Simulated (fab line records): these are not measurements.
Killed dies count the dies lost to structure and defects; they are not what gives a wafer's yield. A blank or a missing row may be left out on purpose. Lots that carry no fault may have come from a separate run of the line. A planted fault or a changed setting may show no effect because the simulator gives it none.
Matching of chambers || flow n5Finfet || rieDiel-03 running N5_BEOL_M3_ETCH_64: 4 sister chambers
The step etches SOC in N2/H2, target depth 75 nm, overetch 15 nm, time 112.5 s. 24 wafers are shown with their chamber, then 12 later ones without.

== WAFERS WITH THEIR CHAMBER ==
{"wafer": "L077.3", "chamber": 0, "showerheadPlenumPTorr (Torr)": 2.54, "drypumpMotorCurrentA (A)": 5.4, "throttleValvePct (%)": 18.09}
{"wafer": "L077.5", "chamber": 2, "showerheadPlenumPTorr (Torr)": 2.53, "drypumpMotorCurrentA (A)": 5.3, "throttleValvePct (%)": 17.99}
{"wafer": "L077.6", "chamber": 0, "showerheadPlenumPTorr (Torr)": 2.54, "drypumpMotorCurrentA (A)": 5.4, "throttleValvePct (%)": 18.10}
{"wafer": "L078.1", "chamber": 3, "showerheadPlenumPTorr (Torr)": 2.51, "drypumpMotorCurrentA (A)": 5.5, "throttleValvePct (%)": 18.20}
{"wafer": "L078.2", "chamber": 2, "showerheadPlenumPTorr (Torr)": 2.53, "drypumpMotorCurrentA (A)": 5.3, "throttleValvePct (%)": 17.99}
{"wafer": "L078.3", "chamber": 0, "showerheadPlenumPTorr (Torr)": 2.54, "drypumpMotorCurrentA (A)": 5.4, "throttleValvePct (%)": 18.09}
{"wafer": "L079.2", "chamber": 3, "showerheadPlenumPTorr (Torr)": 2.51, "drypumpMotorCurrentA (A)": 5.5, "throttleValvePct (%)": 18.21}
{"wafer": "L079.4", "chamber": 2, "showerheadPlenumPTorr (Torr)": 2.53, "drypumpMotorCurrentA (A)": 5.4, "throttleValvePct (%)": 18.02}
{"wafer": "L079.6", "chamber": 2, "showerheadPlenumPTorr (Torr)": 2.53, "drypumpMotorCurrentA (A)": 5.3, "throttleValvePct (%)": 17.99}
{"wafer": "L081.2", "chamber": 1, "showerheadPlenumPTorr (Torr)": 2.71, "drypumpMotorCurrentA (A)": 5.9, "throttleValvePct (%)": 17.92}
{"wafer": "L081.3", "chamber": 3, "showerheadPlenumPTorr (Torr)": 2.51, "drypumpMotorCurrentA (A)": 5.5, "throttleValvePct (%)": 18.21}
{"wafer": "L081.5", "chamber": 1, "showerheadPlenumPTorr (Torr)": 2.71, "drypumpMotorCurrentA (A)": 5.9, "throttleValvePct (%)": 17.91}
{"wafer": "L082.4", "chamber": 2, "showerheadPlenumPTorr (Torr)": 2.53, "drypumpMotorCurrentA (A)": 5.3, "throttleValvePct (%)": 18.01}
{"wafer": "L082.5", "chamber": 3, "showerheadPlenumPTorr (Torr)": 2.51, "drypumpMotorCurrentA (A)": 5.5, "throttleValvePct (%)": 18.20}
{"wafer": "L082.6", "chamber": 2, "showerheadPlenumPTorr (Torr)": 2.53, "drypumpMotorCurrentA (A)": 5.3, "throttleValvePct (%)": 18.00}
{"wafer": "L085.1", "chamber": 0, "showerheadPlenumPTorr (Torr)": 2.54, "drypumpMotorCurrentA (A)": 5.4, "throttleValvePct (%)": 18.10}
{"wafer": "L085.2", "chamber": 1, "showerheadPlenumPTorr (Torr)": 2.71, "drypumpMotorCurrentA (A)": 5.9, "throttleValvePct (%)": 17.93}
{"wafer": "L085.3", "chamber": 2, "showerheadPlenumPTorr (Torr)": 2.52, "drypumpMotorCurrentA (A)": 5.4, "throttleValvePct (%)": 18.02}
{"wafer": "L085.4", "chamber": 3, "showerheadPlenumPTorr (Torr)": 2.51, "drypumpMotorCurrentA (A)": 5.5, "throttleValvePct (%)": 18.23}
{"wafer": "L085.5", "chamber": 1, "showerheadPlenumPTorr (Torr)": 2.71, "drypumpMotorCurrentA (A)": 5.9, "throttleValvePct (%)": 17.94}
{"wafer": "L085.6", "chamber": 2, "showerheadPlenumPTorr (Torr)": 2.52, "drypumpMotorCurrentA (A)": 5.3, "throttleValvePct (%)": 18.02}
{"wafer": "L090.2", "chamber": 1, "showerheadPlenumPTorr (Torr)": 2.70, "drypumpMotorCurrentA (A)": 5.9, "throttleValvePct (%)": 17.93}
{"wafer": "L090.3", "chamber": 2, "showerheadPlenumPTorr (Torr)": 2.52, "drypumpMotorCurrentA (A)": 5.3, "throttleValvePct (%)": 18.03}
{"wafer": "L090.4", "chamber": 0, "showerheadPlenumPTorr (Torr)": 2.54, "drypumpMotorCurrentA (A)": 5.4, "throttleValvePct (%)": 18.10}

SIGNATURES (averages over the wafers above)
{"reading": "showerheadPlenumPTorr", "chamber 0": 2.5400, "chamber 1": 2.7080, "chamber 2": 2.5267, "chamber 3": 2.5100, "scatter within a chamber": 0.00374}
{"reading": "drypumpMotorCurrentA", "chamber 0": 5.400, "chamber 1": 5.900, "chamber 2": 5.322, "chamber 3": 5.500, "scatter within a chamber": 0.0279}
{"reading": "throttleValvePct", "chamber 0": 18.0960, "chamber 1": 17.9260, "chamber 2": 18.0078, "chamber 3": 18.2100, "scatter within a chamber": 0.0126}
Rule: for each reading, subtract the chamber's mean from the wafer's reading, divide by that reading's scatter and square the result; add these up over the readings and take the root, which gives the wafer's distance from the chamber. The wafer belongs to the nearest chamber; if the next one is less than 2 further off, it can't be placed. The scatter: take each reading less its chamber's mean, square it, sum over the shown wafers, divide by the number of wafers less the number of chambers, and take the root.

== WAFERS MISSING THEIR CHAMBER ==
{"wafer": "L092.1", "showerheadPlenumPTorr (Torr)": 2.54, "drypumpMotorCurrentA (A)": 5.4, "throttleValvePct (%)": 18.12}
{"wafer": "L092.2", "showerheadPlenumPTorr (Torr)": 2.52, "drypumpMotorCurrentA (A)": 5.4, "throttleValvePct (%)": 18.01}
{"wafer": "L092.3", "showerheadPlenumPTorr (Torr)": 2.50, "drypumpMotorCurrentA (A)": 5.4, "throttleValvePct (%)": 18.23}
{"wafer": "L092.4", "showerheadPlenumPTorr (Torr)": 2.70, "drypumpMotorCurrentA (A)": 5.9, "throttleValvePct (%)": 17.92}
{"wafer": "L092.5", "showerheadPlenumPTorr (Torr)": 2.54, "drypumpMotorCurrentA (A)": 5.4, "throttleValvePct (%)": 18.13}
{"wafer": "L092.6", "showerheadPlenumPTorr (Torr)": 2.51, "drypumpMotorCurrentA (A)": 5.5, "throttleValvePct (%)": 18.23}
{"wafer": "L094.1", "showerheadPlenumPTorr (Torr)": 2.52, "drypumpMotorCurrentA (A)": 5.3, "throttleValvePct (%)": 18.05}
{"wafer": "L094.2", "showerheadPlenumPTorr (Torr)": 2.70, "drypumpMotorCurrentA (A)": 6.0, "throttleValvePct (%)": 17.95}
{"wafer": "L094.3", "showerheadPlenumPTorr (Torr)": 2.50, "drypumpMotorCurrentA (A)": 5.5, "throttleValvePct (%)": 18.25}
{"wafer": "L095.1", "showerheadPlenumPTorr (Torr)": 2.51, "drypumpMotorCurrentA (A)": 5.3, "throttleValvePct (%)": 18.05}
{"wafer": "L095.4", "showerheadPlenumPTorr (Torr)": 2.53, "drypumpMotorCurrentA (A)": 5.4, "throttleValvePct (%)": 18.12}
{"wafer": "L095.5", "showerheadPlenumPTorr (Torr)": 2.50, "drypumpMotorCurrentA (A)": 5.5, "throttleValvePct (%)": 18.25}

== THE CHAMBER EACH PASSED THROUGH ==
{"wafer": "L092.1", "from the rows above": 0, "in truth": 0}
{"wafer": "L092.2", "from the rows above": 2, "in truth": 2}
{"wafer": "L092.3", "from the rows above": 3, "in truth": 3}
{"wafer": "L092.4", "from the rows above": 1, "in truth": 1}
{"wafer": "L092.5", "from the rows above": 0, "in truth": 0}
{"wafer": "L092.6", "from the rows above": 3, "in truth": 3}
{"wafer": "L094.1", "from the rows above": 2, "in truth": 2}
{"wafer": "L094.2", "from the rows above": 1, "in truth": 1}
{"wafer": "L094.3", "from the rows above": 3, "in truth": 3}
{"wafer": "L095.1", "from the rows above": 2, "in truth": 2}
{"wafer": "L095.4", "from the rows above": 0, "in truth": 0}
{"wafer": "L095.5", "from the rows above": 3, "in truth": 3}
Correctly placed: 12 of 12. From these rows, 0 cannot be placed. Number placed wrongly: 0.
